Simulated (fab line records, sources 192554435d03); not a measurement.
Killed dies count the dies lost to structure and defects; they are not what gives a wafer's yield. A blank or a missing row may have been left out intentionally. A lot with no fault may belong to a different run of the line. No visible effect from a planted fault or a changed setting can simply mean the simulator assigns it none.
Which of the tools did it?    flow n5_finfet    Sampling: 10 lots, 30 wafers, 5 of 1938 route steps

== WHAT THE GAUGES SHOWED, per wafer ==
N5_BEOL_M6_THK_MEAS_53: measures by xrf.
lot   measured      on             M6_THK (nm)
L173  day 9 16:14   film_metro-01  79.1 83.4 84.4
L172  day 10 00:07  film_metro-01  78.0 79.7 76.5
L175  day 10 07:44  film_metro-02  81.8 80.4 79.1
L171  day 10 21:41  film_metro-02  75.6 80.4 86.7
L178  day 10 22:13  film_metro-02  82.0 81.4 81.8
L176  day 10 22:08  film_metro-01  77.4 82.2 79.1
L186  day 13 16:41  film_metro-02  79.9 81.4 83.5
L187  day 13 19:05  film_metro-01  76.3 80.1 77.8
L192  day 15 05:04  film_metro-02  79.6 80.5 79.0
L194  day 15 12:07  film_metro-02  77.4 80.2 77.8

N5_BEOL_M6_RS_MEAS_57: a four-point-probe measurement.
lot   measured      on             M6_RS (ohm/sq)
L173  day 9 16:24   film_metro-02  0.288 0.270 0.265
L172  day 10 00:14  film_metro-01  0.293 0.285 0.299
L175  day 10 07:52  film_metro-01  0.280 0.287 0.291
L171  day 10 21:49  film_metro-01  0.307 0.285 0.260
L178  day 10 22:21  film_metro-02  0.283 0.286 0.283
L176  day 10 22:16  film_metro-01  0.296 0.275 0.290
L186  day 13 16:49  film_metro-02  0.292 0.286 0.277
L187  day 13 19:13  film_metro-01  0.301 0.286 0.295
L192  day 15 05:13  film_metro-01  0.290 0.286 0.291
L194  day 15 12:15  film_metro-02  0.304 0.288 0.300

== WHAT TOOL EACH LOT RAN ON (gives the tool, then ch and the chambers of the sampled wafers, and finally the start) ==
lot   N5_BEOL_M6_PECVD_70              N5_BEOL_M6_CURE_75             N5_BEOL_M6_CMP_52
L173  pecvd-04 ch 0,1,2, day 9 08:35   uv_cure-01 ch 0, day 9 12:50   cmp-04 ch 0,1,3, day 9 15:56
L172  pecvd-04 ch 0,2, day 9 16:03     uv_cure-02 ch 0, day 9 20:53   cmp-03 ch 0,1, day 9 23:51
L175  pecvd-03 ch 0,1, day 9 23:01     uv_cure-02 ch 1, day 10 03:40  cmp-03 ch 0,1,3, day 10 07:31
L171  pecvd-01 ch 1,2, day 10 11:57    uv_cure-01 ch 2, day 10 19:07  cmp-04 ch 1,2,3, day 10 21:28
L178  pecvd-04 ch 0,1,2, day 10 15:17  uv_cure-02 ch 1, day 10 19:16  cmp-03 ch 0,1,3, day 10 21:55
L176  pecvd-01 ch 0,1,2, day 10 15:47  uv_cure-03 ch 0, day 10 19:18  cmp-02 ch 2,3, day 10 21:51
L186  pecvd-01 ch 0,1, day 13 08:47    uv_cure-03 ch 2, day 13 13:22  cmp-02 ch 1,2,3, day 13 16:23
L187  pecvd-04 ch 1,2, day 13 10:43    uv_cure-03 ch 2, day 13 15:52  cmp-02 ch 0,1,2, day 13 18:52
L192  pecvd-03 ch 0,1, day 14 20:41    uv_cure-01 ch 0, day 15 02:23  cmp-03 ch 0,1,3, day 15 04:47
L194  pecvd-03 ch 0,1, day 15 01:49    uv_cure-01 ch 2, day 15 10:12  cmp-02 ch 1,2,3, day 15 11:54
- N5_BEOL_M6_PECVD_70: deposits SiO2 from TEOS/O2, target thk 20 nm, time 22.7 s.
- N5_BEOL_M6_CURE_75: cures SiCOH lowk, time 120 s.
- N5_BEOL_M6_CMP_52: polishes, stops on SiCOH lowk, t overpolish 6.9 s, target thk 80 nm.

== WHAT THE TOOLS THEMSELVES READ (means of the sampled wafers that have a number; where no wafer has one, the mark that the record gives instead) ==
N5_BEOL_M6_PECVD_70.
lot   tool      heater_power_w (W)  showerhead_plenum_p_Torr (Torr)  showerhead_vpp_V (V)  throttle_valve_pct (%)
L173  pecvd-04  713                 8.83                             1340                  23.8
L172  pecvd-04  696                 8.77                             1307                  22.6
L175  pecvd-03  821                 8.78                             1294                  21.7
L171  pecvd-01  673                 8.74                             1333                  22.6
L178  pecvd-04  715                 8.82                             1332                  23.9
L176  pecvd-01  700                 8.77                             1327                  22.7
L186  pecvd-01  721                 8.82                             1316                  23.1
L187  pecvd-04  752                 8.83                             1328                  24.1
L192  pecvd-03  722                 8.78                             1326                  21.4
L194  pecvd-03  792                 8.79                             1293                  21.7

N5_BEOL_M6_CURE_75.
lot   tool        lamp_power_pct (%)  wafer_temp_C_max
L173  uv_cure-01  52.29               371.8
L172  uv_cure-02  52.33               371.3
L175  uv_cure-02  52.32               372.1
L171  uv_cure-01  52.30               370.8
L178  uv_cure-02  52.33               372.1
L176  uv_cure-03  52.30               371.0
L186  uv_cure-03  52.27               371.1
L187  uv_cure-03  52.28               371.7
L192  uv_cure-01  52.31               371.5
L194  uv_cure-01  52.30               371.1

N5_BEOL_M6_CMP_52.
lot   tool    barrier_field_endpoint_s (s)  edge_zone_pressure_frac  motor_current_A (A)  overpolish_run_s (s)
L173  cmp-04  29.2                          1.003                    6.2                  6.898
L172  cmp-03  27.9                          1.002                    5.9                  6.907
L175  cmp-03  28.6                          0.997                    5.9                  6.901
L171  cmp-04  28.9                          0.995                    6.3                  6.900
L178  cmp-03  27.8                          0.999                    5.8                  6.901
L176  cmp-02  28.4                          1.005                    5.9                  6.902
L186  cmp-02  32.6                          1.006                    6.0                  5.919
L187  cmp-02  28.5                          1.000                    6.0                  6.900
L192  cmp-03  28.3                          1.000                    5.8                  6.901
L194  cmp-02  27.6                          0.998                    5.9                  6.900

== THE ANSWER, worked out from the rows above alone ==
Rule: the lots themselves supply what counts as usual. The widest of any qualifying gaps counts: lots, ordered by their means at a reading, are off when they make up no more than a third of the lots, leave a main group of 4 or more, and stand apart from it by 3 or more times the standard deviation of that group's means. A main group whose means are all the same, to the digits that the tables above print for the reading, isn't used. Also off: a lot with no number at a reading for which 4 or more lots have one. Any other lot the step has rows for is counted as sound. Order of review: gauges by route order, followed by the tools' own readings, for which a lot's mean as printed above is used. The first step at which some lot is off is used, and at that step the reading that is off furthest; a lot without a number counts as furthest.
Off at N5_BEOL_M6_CMP_52 (overpolish_run_s): L186. Main group: mean 6.901 s, sd 0.0023.
A tool fits if, at that step or a process step before it, it ran every lot that is off, and no sound lot after the first of them. One fits: N5_BEOL_M6_PECVD_70 on pecvd-01. A fault onset in the window from L176 (day 10 15:47, its last sound lot) to L186 (day 13 08:47, its first lot off) fits.

== WHAT WAS PUT IN BY THE SIMULATOR ==
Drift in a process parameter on pecvd-01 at N5_BEOL_M6_PECVD_70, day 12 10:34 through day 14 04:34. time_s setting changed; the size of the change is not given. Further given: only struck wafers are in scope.
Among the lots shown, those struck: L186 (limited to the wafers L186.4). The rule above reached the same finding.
